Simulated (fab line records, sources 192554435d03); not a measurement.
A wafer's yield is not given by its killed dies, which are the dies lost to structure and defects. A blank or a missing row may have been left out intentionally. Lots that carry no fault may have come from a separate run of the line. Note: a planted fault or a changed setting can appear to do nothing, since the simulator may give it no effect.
The same fault as seen by 3 desks -- flow n5-finfet -- each desk has only its own numbers; what lay behind them comes last

== THE DEFECT DESK ==
Per lot, the means of the sampled wafers with a number show what the inspections along the route counted. If a lot's mean is further than 4 standard deviations from the usual mean, the lot is out of limits and carries the mark OUT (the distance appears in the brackets).
Columns: A = raw-defect-count at N5_BEOL_M14_INSPECT_30, usual 1.9
lot,first seen here,A
L495,day 12 19:12,1.3
L497,day 13 15:12,3.7
L505,day 15 18:50,0.7
L506,day 15 22:41,1.3
L507,day 16 04:50,2.7
Finding of this desk: none of the 5 lots has anything out of limits.

== FROM THE METROLOGY DESK ==
What the gauges read, lot by lot, whatever tool the lot ran on: means of the sampled wafers that have a number. If a lot's mean is further than 4 standard deviations from the usual mean, the lot is out of limits and carries the mark OUT (the distance appears in the brackets).
Columns: A = cd-nm at N5_BEOL_M14_CD_MEAS_17, usual 252.2 nm; B = cd-nm at N5_BEOL_M14_CD_MEAS_28, usual 284.8 nm; C = M14_OVL at N5_BEOL_M14_OVL_MEAS_29, usual 0 nm; D = trench-depth-nm at N5_BEOL_M14_OCD_MEAS_35, usual 555 nm
lot,first seen here,A,B,C,D
L495,day 12 18:41,253.4,284.8,1,555
L497,day 13 14:41,252.1,284.2,-4,541
L505,day 15 18:26,255.9,290.5,-3,538
L506,day 15 22:11,251.5,286.1,-6,548
L507,day 16 04:26,248.7,283.0,-2,550
Finding of this desk: none of the 5 lots has anything out of limits.

== THE TOOL OWNER'S DESK: krf-scanner-02 ==
The tool's own readings at N5_BEOL_M14_EXPOSE_25 (exposes mask M14, target cd 280 nm): means of the sampled wafers that have a number, for each lot that ran on this tool. If a lot's mean is further than 4 standard deviations from the usual mean, the lot is out of limits and carries the mark OUT (the distance appears in the brackets).
Columns: A = exposure-dose-mJ-cm2 at N5_BEOL_M14_EXPOSE_25, usual 26.585
lot,first seen here,A
L495,day 12 18:58,26.622
L505,day 15 18:36,26.425 (-6.2) OUT
This desk's verdict: out of limits on L505, starting with L505 at day 15 18:36 (exposure-dose-mJ-cm2 at N5_BEOL_M14_EXPOSE_25). L495 stayed within limits.

== TAKEN TOGETHER ==
The tool owner's desk had the chance to raise an alarm at day 15 18:36 on L505.
No out-of-limits result turned up at the defect desk.
Nothing out of limits was seen by the metrology desk.
The defect desk has L505 on record, within its limits.
The metrology desk holds a record of L505, inside its limits.
All the named lots went through N5_BEOL_M14_EXPOSE_25 on krf-scanner-02.

== WHAT THE SIMULATOR HAD INSERTED ==
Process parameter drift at N5_BEOL_M14_EXPOSE_25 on krf-scanner-02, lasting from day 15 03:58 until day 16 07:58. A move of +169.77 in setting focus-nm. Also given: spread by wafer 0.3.
Shown lots that were struck: L505.
Delay in hours, fault start to first out-of-limits reading, by desk: the tool owner's desk at 15.
